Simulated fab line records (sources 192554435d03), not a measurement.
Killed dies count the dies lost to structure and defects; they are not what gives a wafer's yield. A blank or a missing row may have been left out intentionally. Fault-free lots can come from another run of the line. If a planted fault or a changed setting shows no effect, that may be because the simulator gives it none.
Matching of chambers	flow n5Finfet	rieSi-04 running N5_FIN_SAQP_MANDREL_ETCH_58: 4 sister chambers
The step etches a-Si in HBr/Cl2, stops on SiNx, target depth 45 nm, bt time 10 s, time 27 s. 4 wafers are shown with their chamber, then 9 later ones without.

## WAFERS WITH THEIR CHAMBER
wafer	chamber	throttleValvePct (%)
L080.6	2	35.77
L085.6	1	34.91
L088.3	0	35.07
L088.5	3	35.56

## WAFERS WITH NO CHAMBER GIVEN
wafer	throttleValvePct (%)
L090.1	35.77
L090.2	35.56
L090.3	35.08
L095.1	35.07
L095.2	35.77
L095.3	35.55
L097.1	35.05
L097.3	35.74
L097.6	34.92

## THE CHAMBER EACH PASSED THROUGH
wafer	from the rows above	in truth
L090.1	2	2
L090.2	3	3
L090.3	0	0
L095.1	0	0
L095.2	2	2
L095.3	3	3
L097.1	0	0
L097.3	2	2
L097.6	1	1
Correct placement for 9 of the 9. Number that these rows cannot place: 0. Wrongly placed: 0.
How it was worked out, from the rows above alone: a wafer's distance from a chamber is the root of the sum, over the readings, of the square of ((its reading less the chamber's mean) divided by the reading's scatter). The wafer belongs to the nearest chamber; if the next one is less than 2 further off, it can't be placed. The mean given for a chamber averages the wafers shown for that chamber. The scatter: root of mean squared gap, hidden wafer to nearest shown wafer, with one shown wafer a chamber.
